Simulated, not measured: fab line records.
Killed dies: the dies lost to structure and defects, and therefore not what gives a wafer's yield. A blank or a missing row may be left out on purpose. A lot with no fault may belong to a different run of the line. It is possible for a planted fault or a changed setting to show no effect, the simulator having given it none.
Which tool is to blame? || flow n5Finfet || 11 lots, 33 wafers sampled, at 2 steps of a route of 1938

== WHAT EACH GAUGE READ, for each wafer ==
N5_SDB_INSPECT_36: inspects for defects (darkfield). Usual: rawDefectCount at 39, with a standard deviation of 21.
{"lot": "L454", "measured": "day 4 07:56", "on": "defectInspect-02", "rawDefectCount": "77 45 39", "flag": ""}
{"lot": "L455", "measured": "day 4 11:59", "on": "defectInspect-02", "rawDefectCount": "72 45 54", "flag": ""}
{"lot": "L457", "measured": "day 4 23:03", "on": "defectInspect-02", "rawDefectCount": "37 40 42", "flag": ""}
{"lot": "L459", "measured": "day 5 12:55", "on": "defectInspect-02", "rawDefectCount": "85 61 74", "flag": ""}
{"lot": "L461", "measured": "day 5 23:01", "on": "defectInspect-01", "rawDefectCount": "17 26 17", "flag": ""}
{"lot": "L463", "measured": "day 6 10:44", "on": "defectInspect-02", "rawDefectCount": "62 55 34", "flag": ""}
{"lot": "L469", "measured": "day 8 01:21", "on": "defectInspect-01", "rawDefectCount": "25 31 40", "flag": ""}
{"lot": "L470", "measured": "day 8 04:17", "on": "defectInspect-01", "rawDefectCount": "15 20 19", "flag": ""}
{"lot": "L471", "measured": "day 8 10:02", "on": "defectInspect-01", "rawDefectCount": "28 29 31", "flag": ""}
{"lot": "L473", "measured": "day 8 23:17", "on": "defectInspect-02", "rawDefectCount": "30 57 38", "flag": ""}
{"lot": "L476", "measured": "day 9 20:22", "on": "defectInspect-01", "rawDefectCount": "56 39 51", "flag": ""}

== WHICH TOOL RAN EACH LOT (tool, then ch and the chambers of the sampled wafers, then the start) ==
{"lot": "L454", "N5_SDB_STRIP_22": "plasmaAsher-02 ch 0,1, day 4 04:23"}
{"lot": "L455", "N5_SDB_STRIP_22": "plasmaAsher-01 ch 1, day 4 08:09"}
{"lot": "L457", "N5_SDB_STRIP_22": "plasmaAsher-01 ch 0,1, day 4 19:12"}
{"lot": "L459", "N5_SDB_STRIP_22": "plasmaAsher-01 ch 0,1, day 5 09:25"}
{"lot": "L461", "N5_SDB_STRIP_22": "plasmaAsher-01 ch 0,1, day 5 19:10"}
{"lot": "L463", "N5_SDB_STRIP_22": "plasmaAsher-01 ch 0,1, day 6 07:12"}
{"lot": "L469", "N5_SDB_STRIP_22": "plasmaAsher-02 ch 0,1, day 7 21:28"}
{"lot": "L470", "N5_SDB_STRIP_22": "plasmaAsher-02 ch 0,1, day 8 00:06"}
{"lot": "L471", "N5_SDB_STRIP_22": "plasmaAsher-01 ch 0,1, day 8 06:23"}
{"lot": "L473", "N5_SDB_STRIP_22": "plasmaAsher-01 ch 0,1, day 8 19:14"}
{"lot": "L476", "N5_SDB_STRIP_22": "plasmaAsher-01 ch 0,1, day 9 15:01"}
- N5_SDB_STRIP_22: strips in N2/H2.

== WHAT THE TOOLS THEMSELVES READ (means of the sampled wafers that have a number; where no wafer has one, the mark that the record gives instead) ==
N5_SDB_STRIP_22. Usual: drypumpMotorCurrentA 5.7 A, standard deviation 0.66; h2FlowSccm 3251 sccm, standard deviation 10; heaterPowerW 327 W, standard deviation 50; n2FlowSccm 1750 sccm, standard deviation 5.3; oesProductAu 0.715 a.u., standard deviation 0.0046; stripTimeToEndpointS 96.45 s, standard deviation 0.29.
{"lot": "L454", "tool": "plasmaAsher-02", "drypumpMotorCurrentA (A)": 6.2, "h2FlowSccm (sccm)": 3255, "heaterPowerW (W)": 323, "n2FlowSccm (sccm)": 1753, "oesProductAu (a.u.)": 0.714, "stripTimeToEndpointS (s)": 96.22, "flag": ""}
{"lot": "L455", "tool": "plasmaAsher-01", "drypumpMotorCurrentA (A)": 4.7, "h2FlowSccm (sccm)": 3253, "heaterPowerW (W)": 339, "n2FlowSccm (sccm)": 1744, "oesProductAu (a.u.)": 0.717, "stripTimeToEndpointS (s)": 96.49, "flag": ""}
{"lot": "L457", "tool": "plasmaAsher-01", "drypumpMotorCurrentA (A)": 5.4, "h2FlowSccm (sccm)": 3243, "heaterPowerW (W)": 301, "n2FlowSccm (sccm)": 1752, "oesProductAu (a.u.)": 0.714, "stripTimeToEndpointS (s)": 96.20, "flag": ""}
{"lot": "L459", "tool": "plasmaAsher-01", "drypumpMotorCurrentA (A)": 5.4, "h2FlowSccm (sccm)": 3237, "heaterPowerW (W)": 306, "n2FlowSccm (sccm)": 1755, "oesProductAu (a.u.)": 0.717, "stripTimeToEndpointS (s)": 96.26, "flag": ""}
{"lot": "L461", "tool": "plasmaAsher-01", "drypumpMotorCurrentA (A)": 5.1, "h2FlowSccm (sccm)": 3257, "heaterPowerW (W)": 327, "n2FlowSccm (sccm)": 1751, "oesProductAu (a.u.)": 0.715, "stripTimeToEndpointS (s)": 96.91, "flag": ""}
{"lot": "L463", "tool": "plasmaAsher-01", "drypumpMotorCurrentA (A)": 5.4, "h2FlowSccm (sccm)": 3251, "heaterPowerW (W)": 307, "n2FlowSccm (sccm)": 1748, "oesProductAu (a.u.)": 0.714, "stripTimeToEndpointS (s)": 96.20, "flag": ""}
{"lot": "L469", "tool": "plasmaAsher-02", "drypumpMotorCurrentA (A)": 6.2, "h2FlowSccm (sccm)": 3249, "heaterPowerW (W)": 326, "n2FlowSccm (sccm)": 1750, "oesProductAu (a.u.)": 0.716, "stripTimeToEndpointS (s)": 96.23, "flag": ""}
{"lot": "L470", "tool": "plasmaAsher-02", "drypumpMotorCurrentA (A)": 6.2, "h2FlowSccm (sccm)": 3243, "heaterPowerW (W)": 325, "n2FlowSccm (sccm)": 1748, "oesProductAu (a.u.)": 0.713, "stripTimeToEndpointS (s)": 96.35, "flag": ""}
{"lot": "L471", "tool": "plasmaAsher-01", "drypumpMotorCurrentA (A)": 5.1, "h2FlowSccm (sccm)": 3255, "heaterPowerW (W)": 312, "n2FlowSccm (sccm)": 1747, "oesProductAu (a.u.)": 0.717, "stripTimeToEndpointS (s)": 96.50, "flag": ""}
{"lot": "L473", "tool": "plasmaAsher-01", "drypumpMotorCurrentA (A)": 5.4, "h2FlowSccm (sccm)": 3255, "heaterPowerW (W)": 309, "n2FlowSccm (sccm)": 1748, "oesProductAu (a.u.)": 0.717, "stripTimeToEndpointS (s)": 96.39, "flag": ""}
{"lot": "L476", "tool": "plasmaAsher-01", "drypumpMotorCurrentA (A)": 5.1, "h2FlowSccm (sccm)": 3257, "heaterPowerW (W)": 325, "n2FlowSccm (sccm)": 1750, "oesProductAu (a.u.)": 0.714, "stripTimeToEndpointS (s)": 96.44, "flag": ""}

== THE ANSWER, worked out from the rows above alone ==
Rule: lot off if the mean of its wafers having a number is beyond 3 standard deviations from the usual mean. A lot without any number at a reading at which 4 lots or more have one is off too. Where the step has rows for the other lots, those lots are counted as sound. First the gauges in route order, then the tools' own readings, where a lot's mean is used as printed above. At the first step where some lot is off, the reading lying furthest off is the one used; lots without a number count as furthest.
Nothing can be told from this: no lot is off at any reading shown.

== WHAT THE SIMULATOR HAD PUT IN ==
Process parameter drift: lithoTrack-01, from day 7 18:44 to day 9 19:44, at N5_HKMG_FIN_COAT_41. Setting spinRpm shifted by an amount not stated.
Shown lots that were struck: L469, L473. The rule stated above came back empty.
